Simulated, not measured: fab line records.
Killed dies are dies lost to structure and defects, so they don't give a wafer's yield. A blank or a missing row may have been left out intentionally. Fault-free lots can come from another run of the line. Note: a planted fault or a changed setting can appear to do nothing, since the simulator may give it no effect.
fab line records	flow nandHarc
record lots=6	wafers=18	lastDay=34
route steps=1302 shown P_M0@264 END@1302
lots that met no fault: from a run of the same line without faults
startH: hours from the record's first day to the start of the lot's first wafer shown	waitH: hours from the lot's prior step to this one	" as in the row above	L1.1+2: one row covering several wafers at once	- either no value or no given start	* or withheld: withheld	< > ~ a bound
route shown NAME@n: names a module that has steps shown in the file, with the first one's number in the route	usual: mean and standard deviation over wafers with no fault	same: alike in all rows	chamber/n: place in a boat	sites: readings site by site	_std_site: the values' standard deviation	_edge_site: inner sites' mean taken away from outer sites' mean	radiusMm: how far each site lies from the wafer's centre	mask NAME#n: copy n	behind: tool/chamber where the wafer was last shaped	hold: reason for holding the lot/hours on hold/outcome of the hold	device: transistor that didn't switch, given as n, p or np	end of line: the tests these same wafers got at the end of their route	a step given without rows: its recipe and nothing more	killed: not the wafer's yield, but the dies lost to structure and defects at the first sort	map: dies across one wafer; x = killed, . = not, _ = none there
set.NAME: the setting the step ran with; set.NAME@STEP: the setting that earlier step ran with	model.NAME: the simulator's own value behind a step, which no gauge read
lots at selected steps of the route; one table per step, one row per wafer
services: the hour from which a tool's chamber was out of use, counted from the record's first day as startH (under 0 if before that day), plus the number of hours and why
## steps
# step NHARC_P_M0_OVL_MEAS_10
# recipe pitchNm=180
# usual overlayXNm=0.1/0.77	overlayYNm=0.1/0.72
lot.wafer	tool	chamber	startH	waitH	overlayXNm	overlayYNm
L962.1	overlay-01	-	198.02	-	-0.2	0.3
L962.2	"	-	"	"	0.2	0.8
L962.4	"	-	"	"	0.0	0.5
L964.1	overlay-02	-	217.40	-	-1.3	-0.1
L964.3	"	-	"	"	-0.4	0.0
L964.4	"	-	"	"	-0.7	-0.7
L965.3	overlay-01	-	223.52	-	0.5	0.0
L965.5	"	-	"	"	0.0	-0.7
L965.6	"	-	"	"	-0.4	-1.2
L975.4	overlay-01	-	316.33	-	0.3	1.1
L975.5	"	-	"	"	-0.2	0.7
L975.6	"	-	"	"	0.3	0.6
L976.1	overlay-01	-	329.54	-	0.5	-0.6
L976.2	"	-	"	"	0.8	-1.2
L976.3	"	-	"	"	0.5	-0.1
L977.1	overlay-02	-	360.33	-	0.8	1.4
L977.4	"	-	"	"	0.5	1.1
L977.5	"	-	"	"	0.9	1.3
# step NHARC_P_M0_INSPECT_11
# usual rawDefectCount=4.0/2.3
lot.wafer	tool	chamber	startH	waitH	rawDefectCount
L962.1	defectInspect-02	-	198.05	0.0	0
L962.2	"	-	"	"	1
L962.4	"	-	"	"	2
L964.1	defectInspect-02	-	217.44	0.0	4
L964.3	"	-	"	"	3
L964.4	"	-	"	"	4
L965.3	defectInspect-02	-	223.56	0.0	5
L965.5	"	-	"	"	2
L965.6	"	-	"	"	2
L975.4	defectInspect-02	-	316.36	0.0	2
L975.5	"	-	"	"	3
L975.6	"	-	"	"	3
L976.1	defectInspect-02	-	329.58	0.0	7
L976.2	"	-	"	"	5
L976.3	"	-	"	"	0
L977.1	defectInspect-02	-	360.37	0.0	5
L977.4	"	-	"	"	6
L977.5	"	-	"	"	6
# step NHARC_P_M0_DESCUM_14
# recipe timeS=3	o2FlowSccm=200	arFlowSccm=0	biasPowerW=0	chemistry=O2
# usual drypumpMotorCurrentA=5.9/0.36	oesProductAu=1.000/0.0084	rfVppV=57.9/1	showerheadPlenumPTorr=1.94/0.098	throttleValvePct=11.312/0.0086
lot.wafer	tool	chamber	startH	waitH	drypumpMotorCurrentA	oesProductAu	rfHoursCounterH	rfVppV	showerheadPlenumPTorr	throttleValvePct
L962.4	rieDiel-04	0	198.12	0.1	5.2	0.997	2	58.6	1.83	11.310
L962.1	"	1	"	"	5.4	0.993	2	59.1	2.08	11.301
L962.2	"	2	"	"	5.7	1.006	2	59.1	1.94	11.325
L964.1	rieDiel-11	2	217.50	0.1	5.5	1.018	43	56.9	1.80	11.311
L964.4	"	3	"	"	5.8	1.001	43	57.4	1.78	11.318
L964.3	"	0	"	"	6.5	0.999	43	57.3	1.91	11.307
L965.3	rieDiel-04	3	223.63	0.1	6.2	0.990	8	59.1	1.92	11.314
L965.6	"	2	"	"	5.7	1.000	-	56.9	1.94	11.318
L965.5	"	3	"	"	6.3	0.994	-	56.8	1.92	11.316
L975.4	rieDiel-07	2	316.43	0.1	6.1	1.001	2	59.0	2.08	11.305
L975.6	"	1	"	"	6.0	1.002	-	57.6	2.01	11.310
L975.5	"	2	"	"	6.1	1.006	-	60.2	2.08	11.318
L976.2	rieDiel-07	3	329.65	0.1	6.3	1.000	4	59.9	1.97	11.317
L976.1	"	0	"	"	6.1	0.999	5	57.5	2.00	11.305
L976.3	"	1	"	"	5.9	1.000	6	58.8	2.00	11.301
L977.1	rieDiel-07	3	360.44	0.1	6.2	1.006	9	56.8	1.97	11.314
L977.4	"	3	"	"	6.3	1.004	-	57.1	1.97	11.317
L977.5	"	0	"	"	6.2	0.998	-	58.8	2.00	11.335
# step NHARC_P_M0_ETCH_34
# recipe targetDepthA=400	overetchA=120	timeS=43.94	ionEnergyEv=200	n2FlowSccm=150	h2FlowSccm=150	arFlowSccm=0	rfW=400	biasW=150	chemistry=N2/H2
# step NHARC_P_M0_ETCH_15
# recipe targetDepthA=1500	overetchA=150	timeS=82.5	c4f8FlowSccm=withheld	arFlowSccm=400	rfW=600	biasW=300	chemistry=C4F8/Ar
# step NHARC_P_M0_CD_MEAS_16
# usual cdNm=90.0/0.85
lot.wafer	tool	chamber	startH	waitH	cdNm
L962.1	cdSem-02	-	198.41	-	89.5
L962.2	"	-	"	"	91.6
L962.4	"	-	"	"	91.5
L964.1	cdSem-03	-	217.86	-	89.8
L964.3	"	-	"	"	89.1
L964.4	"	-	"	"	88.9
L965.3	cdSem-02	-	223.92	-	89.1
L965.5	"	-	"	"	88.9
L965.6	"	-	"	"	89.2
L975.4	cdSem-02	-	316.76	-	89.9
L975.5	"	-	"	"	89.5
L975.6	"	-	"	"	89.2
L976.1	cdSem-03	-	329.94	-	90.3
L976.2	"	-	"	"	90.5
L976.3	"	-	"	"	90.9
L977.1	cdSem-02	-	360.77	-	90.1
L977.4	"	-	"	"	90.1
L977.5	"	-	"	"	89.3
# step NHARC_P_M0_STRIP_18
# recipe powerW=1000	n2FlowSccm=150	h2FlowSccm=150	arFlowSccm=0	biasW=0	chemistry=N2/H2
# usual drypumpMotorCurrentA=5.9/0.36	oesProductAu=0.999/0.0092	rfVppV=90.7/0.99	showerheadPlenumPTorr=2.06/0.1	throttleValvePct=14.171/0.0083
lot.wafer	tool	chamber	startH	waitH	drypumpMotorCurrentA	oesProductAu	rfHoursCounterH	rfVppV	showerheadPlenumPTorr	throttleValvePct
L962.1	rieDiel-04	1	198.49	0.1	5.4	0.994	2	91.5	2.22	14.152
L962.2	"	2	"	"	5.7	1.002	2	91.8	2.07	14.170
L962.4	"	0	"	"	5.2	0.995	2	89.7	1.95	14.175
L964.4	rieDiel-11	3	217.93	0.1	5.8	1.018	43	90.0	1.90	14.177
L964.3	"	1	"	"	5.8	0.986	40	91.1	2.14	14.166
L964.1	"	2	"	"	5.5	1.017	43	89.8	1.91	14.178
L965.3	rieDiel-07	0	223.99	0.1	6.2	0.996	16	92.2	2.14	14.168
L965.6	"	0	"	"	6.2	1.005	-	92.3	2.14	14.163
L965.5	"	1	"	"	5.9	0.985	-	92.5	2.15	14.183
L975.4	rieDiel-07	2	316.83	0.1	6.1	0.987	2	90.6	2.22	14.172
L975.5	"	2	"	"	6.1	0.994	-	91.4	2.22	14.180
L975.6	"	3	"	"	6.2	1.000	-	91.0	2.11	14.174
L976.3	rieDiel-07	0	330.02	0.1	6.1	1.007	5	90.3	2.14	14.168
L976.1	"	1	"	"	5.9	1.003	6	91.4	2.14	14.168
L976.2	"	2	"	"	6.1	0.989	5	91.2	2.22	14.180
L977.1	rieDiel-07	2	360.88	0.1	6.1	0.987	10	91.3	2.21	14.159
L977.5	"	2	"	"	6.1	1.001	-	92.1	2.21	14.169
L977.4	"	3	"	"	6.3	1.007	-	90.2	2.10	14.181
# step NHARC_P_M0_STRIP_19
# recipe timeS=600	tempC=30	chemistry=postEtchResidueRemover
# step NHARC_P_M0_DEGAS_28
# recipe tempC=250	timeS=60
# step NHARC_P_M0_PRE_CLEAN_29
# recipe timeS=30	tempC=280	gas=H2/He
# usual heaterPowerW=441/38
lot.wafer	tool	chamber	startH	waitH	heaterPowerW
L962.1	pvdSputter-02	-	-	-	426
L962.2	"	-	"	"	460
L962.4	"	-	"	"	445
L964.1	pvdSputter-01	-	-	-	461
L964.3	"	-	"	"	434
L964.4	"	-	"	"	426
L965.3	pvdSputter-03	-	-	-	423
L965.6	"	-	"	"	431
L965.5	"	-	"	"	368
L975.4	pvdSputter-02	-	-	-	455
L975.5	"	-	"	"	447
L975.6	"	-	"	"	451
L976.2	pvdSputter-01	-	-	-	466
L976.3	"	-	"	"	566
L976.1	"	-	"	"	461
L977.4	pvdSputter-03	-	-	-	427
L977.1	"	-	"	"	430
L977.5	"	-	"	"	437
# step NHARC_P_M0_PVD_20
# recipe targetThkA=50	biasV=168.6	powerW=15000	chamberPressurePa=0.12	timeS=8.06	substrateTempC=50	material=TaN
# step NHARC_P_M0_PVD_21
# recipe targetThkA=300	chamberPressurePa=5	powerW=5000	substrateTempC=30	timeS=20.49	material=Cu
# usual chamberPressurePa=4.999/0.0093	throttleValvePct=29.9/0.94
lot.wafer	tool	chamber	startH	waitH	chamberPressurePa	throttleValvePct
L962.1	pvdSputter-02	-	-	-	4.986	28.9
L962.2	"	-	"	"	4.987	29.8
L962.4	"	-	"	"	5.004	31.3
L964.3	pvdSputter-01	-	-	-	4.998	28.7
L964.1	"	-	"	"	5.008	31.5
L964.4	"	-	"	"	5.009	29.8
L965.3	pvdSputter-03	-	-	-	4.996	30.8
L965.5	"	-	"	"	4.998	28.6
L965.6	"	-	"	"	5.008	31.3
L975.4	pvdSputter-02	-	-	-	5.010	29.1
L975.5	"	-	"	"	4.993	29.6
L975.6	"	-	"	"	5.017	31.1
L976.3	pvdSputter-01	-	-	-	4.996	29.2
L976.1	"	-	"	"	5.011	30.5
L976.2	"	-	"	"	4.998	29.7
L977.4	pvdSputter-03	-	-	-	5.011	29.4
L977.1	"	-	"	"	5.004	31.4
L977.5	"	-	"	"	4.983	29.2
# step NHARC_P_M0_ECD_22
# recipe targetThkA=4000	bathTempC=25	material=Cu
lot.wafer	tool	chamber	startH	waitH
L962.2+1+4	ecdCu-01	0,1,0	199.40	-
L964.1+3+4	ecdCu-01	0,0,1	218.84	-
L965.3+6+5	ecdCu-01	0,0,1	225.01	-
L975.4+6+5	ecdCu-02	1,0,1	317.88	-
L976.2+1+3	ecdCu-02	0,1,1	330.94	-
L977.1+4+5	ecdCu-02	0,0,1	361.90	-
# step NHARC_P_M0_ANNEAL_30
# recipe tempC=225	timeS=90
# usual wafer_temp_C_max=226.09/0.24
lot.wafer	tool	chamber	startH	waitH	wafer_temp_C_max
L962.1	rtpAnneal-01	0	199.77	-	225.89
L962.2	"	0	"	"	225.89
L962.4	"	0	"	"	226.11
L964.1	rtpAnneal-02	0	219.22	-	225.85
L964.3	"	0	"	"	226.13
L964.4	"	0	"	"	225.78
L965.3	rtpAnneal-01	0	225.40	0.3	226.15
L965.5	"	0	"	"	226.67
L965.6	"	0	"	"	226.28
L975.4	rtpAnneal-02	0	318.26	-	226.24
L975.5	"	0	"	"	226.16
L975.6	"	0	"	"	226.10
L976.1	rtpAnneal-02	0	331.34	-	226.15
L976.2	"	0	"	"	225.90
L976.3	"	0	"	"	225.83
L977.1	rtpAnneal-02	0	362.23	0.3	225.93
L977.4	"	0	"	"	226.00
L977.5	"	0	"	"	226.09
# step NHARC_P_M0_CMP_23
# recipe tOverpolishS=20	targetThkNm=117.54
# usual motorCurrentA=12.0/1.3	timeToEndpointS=27.9/2.6
lot.wafer	tool	chamber	startH	waitH	motorCurrentA	timeToEndpointS
L962.1	cmp-02	2	200.12	-	13.1	29.6
L962.4	"	0	"	"	10.5	28.7
L962.2	"	1	"	"	10.8	28.2
L964.3	cmp-04	2	219.56	-	14.0	26.8
L964.1	"	3	"	"	10.2	15.0
L964.4	"	1	"	"	11.8	12.6
L965.3	cmp-01	3	225.69	-	11.0	23.2
L965.6	"	1	"	"	13.6	23.4
L965.5	"	2	"	"	12.5	13.0
L975.4	cmp-02	1	318.48	-	10.8	31.7
L975.5	"	0	"	"	10.5	29.5
L975.6	"	1	"	"	10.7	29.3
L976.3	cmp-04	2	331.68	-	14.7	33.4
L976.2	"	3	"	"	10.3	32.1
L976.1	"	1	"	"	12.4	28.4
L977.1	cmp-01	1	362.60	-	12.8	26.2
L977.4	"	2	"	"	12.9	26.4
L977.5	"	0	"	"	13.8	26.9
# step NHARC_P_M0_THK_MEAS_24
# recipe thkMeasGauge=xrf
# usual thkNm=117.4/1.5
lot.wafer	tool	chamber	startH	waitH	thkNm
L962.1	filmMetro-01	-	200.44	-	116.6
L962.2	"	-	"	"	116.9
L962.4	"	-	"	"	116.0
L964.1	filmMetro-01	-	219.88	-	121.2
L964.3	"	-	"	"	118.0
L964.4	"	-	"	"	117.1
L965.3	filmMetro-01	-	225.95	-	116.0
L965.5	"	-	"	"	116.3
L965.6	"	-	"	"	116.1
L975.4	filmMetro-01	-	318.76	-	116.3
L975.5	"	-	"	"	116.6
L975.6	"	-	"	"	116.0
L976.1	filmMetro-01	-	331.99	-	118.1
L976.2	"	-	"	"	122.1
L976.3	"	-	"	"	119.2
L977.1	filmMetro-02	-	362.89	-	116.9
L977.4	"	-	"	"	118.2
L977.5	"	-	"	"	116.2
# step NHARC_END_SORT_01
# recipe tempC=25
# usual defectLimitedYield=89.8/2.4	killedAtArray=64/16	killedAtOther=1.0/1.1	killedAtPeriphery=3.5/2.3	killedDies=69/17	killedOpen=3.2/1.6	killedShort=2.4/1.6
# same grossDies=677
lot.wafer	tool	chamber	startH	waitH	defectLimitedYield[%]	killedAtArray	killedAtOther	killedAtPeriphery	killedDies	killedOpen	killedShort
L962.1	prober-02	0	637.74	2.5	91.6	55	1	1	57	2	2
L962.2	prober-02	0	638.54	2.8	91.4	50	1	7	58	6	3
L962.4	prober-02	0	640.15	3.4	92.2	48	0	5	53	1	3
L965.3	prober-02	0	665.70	3.1	90.7	60	1	2	63	2	5
L965.5	prober-02	0	667.30	3.7	91.1	54	1	5	60	4	2
L965.6	prober-02	0	668.09	4.0	89.7	67	2	1	70	5	4
L976.1	prober-01	0	772.28	2.5	86.3	88	1	4	93	3	7
L976.2	prober-01	0	773.09	2.8	86.0	91	3	1	95	2	1
L976.3	prober-01	0	773.90	3.1	88.2	77	3	0	80	3	0
L977.1	prober-02	0	810.61	2.5	88.5	76	1	1	78	1	2
L977.4	prober-02	0	813.02	3.4	88.3	74	1	4	79	5	2
L977.5	prober-02	0	813.82	3.7	90.8	58	0	4	62	4	3
# killed by level:class
L962.1 A_CHANNEL_HOLE_D2:chamberFilmFlake=36 A_CHANNEL_HOLE_D1:chamberFilmFlake=5 A_STAIRCASE:chamberFilmFlake=5 A_CONTACT:chamberFilmFlake=4 A_ONON_D2:geometricParticle:short=1 A_CHANNEL_FILL_D2:geometricParticle:open=1 A_WL_FILL:geometricParticle:short=1 A_CONTACT:geometricParticle:open=1
L962.2 A_CHANNEL_HOLE_D2:chamberFilmFlake=29 A_CHANNEL_HOLE_D1:chamberFilmFlake=8 P_M2:chamberFilmFlake=7 A_CHANNEL_FILL_D1:geometricParticle:short=2 A_STAIRCASE:chamberFilmFlake=2 A_SOURCE_PLATE:geometricParticle:open=1 A_CHANNEL_FILL_D1:geometricParticle:open=1 A_DECK1_JOINT:geometricParticle:short=1
L962.4 A_CHANNEL_HOLE_D2:chamberFilmFlake=29 A_STAIRCASE:chamberFilmFlake=7 A_CHANNEL_HOLE_D1:chamberFilmFlake=5 P_M2:chamberFilmFlake=2 A_WL_FILL:chamberFilmFlake=2 A_CONTACT:chamberFilmFlake=2 P_CONTACT:geometricParticle:open=1 A_SOURCE_PLATE:geometricParticle:short=1
L965.3 A_CHANNEL_HOLE_D1:chamberFilmFlake=31 A_CHANNEL_HOLE_D2:chamberFilmFlake=18 A_ONON_D2:geometricParticle:short=3 A_SLIT:chamberFilmFlake=2 A_WL_FILL:chamberFilmFlake=2 A_DECK1_JOINT:geometricParticle:open=1 A_SGD_CUT:geometricParticle:open=1 A_M0:geometricParticle:short=1
L965.5 A_CHANNEL_HOLE_D1:chamberFilmFlake=33 A_CHANNEL_HOLE_D2:chamberFilmFlake=13 A_M1:chamberFilmFlake=5 P_CONTACT:geometricParticle:open=2 P_GATE:chamberFilmFlake=2 P_M0:geometricParticle:open=1 A_CHANNEL_FILL_D1:geometricParticle:short=1 A_DECK1_JOINT:geometricParticle:open=1
L965.6 A_CHANNEL_HOLE_D1:chamberFilmFlake=31 A_CHANNEL_HOLE_D2:chamberFilmFlake=21 A_WL_FILL:geometricParticle:short=2 A_SLIT:chamberFilmFlake=2 A_WL_FILL:chamberFilmFlake=2 THIN_TSV:chamberFilmFlake=2 A_CHANNEL_FILL_D1:geometricParticle:short=1 A_CHANNEL_FILL_D1:geometricParticle:open=1
L976.1 A_CHANNEL_HOLE_D2:chamberFilmFlake=33 A_SLIT:chamberFilmFlake=26 A_CHANNEL_HOLE_D1:chamberFilmFlake=14 A_CONTACT:chamberFilmFlake=4 A_ONON_D1:geometricParticle:short=3 A_ONON_D2:geometricParticle:short=2 P_STI:chamberFilmFlake=2 P_M0:geometricParticle:open=1
L976.2 A_CHANNEL_HOLE_D2:chamberFilmFlake=36 A_SLIT:chamberFilmFlake=28 A_CONTACT:chamberFilmFlake=12 A_CHANNEL_HOLE_D1:chamberFilmFlake=11 THIN_TSV:chamberFilmFlake=3 A_CHANNEL_FILL_D1:geometricParticle:short=1 A_M0:geometricParticle:open=1 A_M1:geometricParticle:open=1
L976.3 A_SLIT:chamberFilmFlake=22 A_CHANNEL_HOLE_D2:chamberFilmFlake=17 A_CONTACT:chamberFilmFlake=15 A_CHANNEL_HOLE_D1:chamberFilmFlake=11 A_WL_FILL:chamberFilmFlake=4 A_STAIRCASE:chamberFilmFlake=3 THIN_TSV:chamberFilmFlake=3 A_CHANNEL_FILL_D1:geometricParticle:open=1
L977.1 A_CHANNEL_HOLE_D2:chamberFilmFlake=36 A_CHANNEL_HOLE_D1:chamberFilmFlake=16 A_SLIT:chamberFilmFlake=7 A_CONTACT:chamberFilmFlake=5 A_WL_FILL:chamberFilmFlake=4 A_STAIRCASE:chamberFilmFlake=3 A_DECK1_JOINT:chamberFilmFlake=2 A_DECK1_JOINT:geometricParticle:short=1
L977.4 A_CHANNEL_HOLE_D2:chamberFilmFlake=28 A_CHANNEL_HOLE_D1:chamberFilmFlake=14 A_SLIT:chamberFilmFlake=11 A_STAIRCASE:chamberFilmFlake=4 A_WL_FILL:chamberFilmFlake=4 A_CONTACT:chamberFilmFlake=4 A_CHANNEL_FILL_D1:chamberFilmFlake=2 A_DECK1_JOINT:chamberFilmFlake=2
L977.5 A_CHANNEL_HOLE_D2:chamberFilmFlake=18 A_CHANNEL_HOLE_D1:chamberFilmFlake=13 A_CONTACT:chamberFilmFlake=7 A_SLIT:chamberFilmFlake=6 A_STAIRCASE:chamberFilmFlake=4 P_GATE:chamberFilmFlake=2 A_WL_FILL:chamberFilmFlake=2 P_CONTACT:geometricParticle:open=1
## services
tool	chamber	startH	hours	kind
ecdCu-01	-	176.71	8.0	pm
rieDiel-04	-	177.90	9.0	pm
rieDiel-07	1	179.28	12.6	repair
pvdSputter-03	-	181.29	1.3	repair
cmp-01	-	185.56	4.0	pm
pvdSputter-01	-	187.57	3.2	repair
cmp-01	-	203.85	10.9	repair
rieDiel-07	2	213.35	5.8	repair
pvdSputter-01	-	226.00	10.0	pm
pvdSputter-02	-	239.40	1.9	repair
pvdSputter-02	-	243.30	18.0	repair
ecdCu-02	-	244.00	8.0	pm
pvdSputter-02	-	282.00	10.0	pm
ecdCu-02	-	291.96	0.4	repair
rieDiel-07	-	294.20	9.0	pm
pvdSputter-01	-	297.65	1.4	repair
rieDiel-04	0	327.47	4.5	repair
rieDiel-07	0	339.75	4.4	repair
ecdCu-02	-	346.14	0.6	repair
pvdSputter-03	-	348.04	10.0	pm
rieDiel-07	1	351.24	18.8	repair
rieDiel-07	0	352.07	4.7	repair
ecdCu-01	-	352.71	8.0	pm
rieDiel-04	-	354.97	9.0	pm
## key
firstSign step=NHARC_P_M0_CMP_23	reading=timeToEndpointS	direction=down	sigmas=5.6	usual=*	struck=*
effect none on later readings
metAt NHARC_P_M0_ECD_22
struckWafers L964.1,L964.4,L965.5
onsetBetween 199.40 218.84
fault kind=processParameterDrift	tool=ecdCu-01	chamber=-	onsetH=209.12	steps=NHARC_P_M0_ECD_22	channel=targetThkA	offset=*	shape=step	endH=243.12	scope=struckWafersOnly	actsIn=*	stated=*
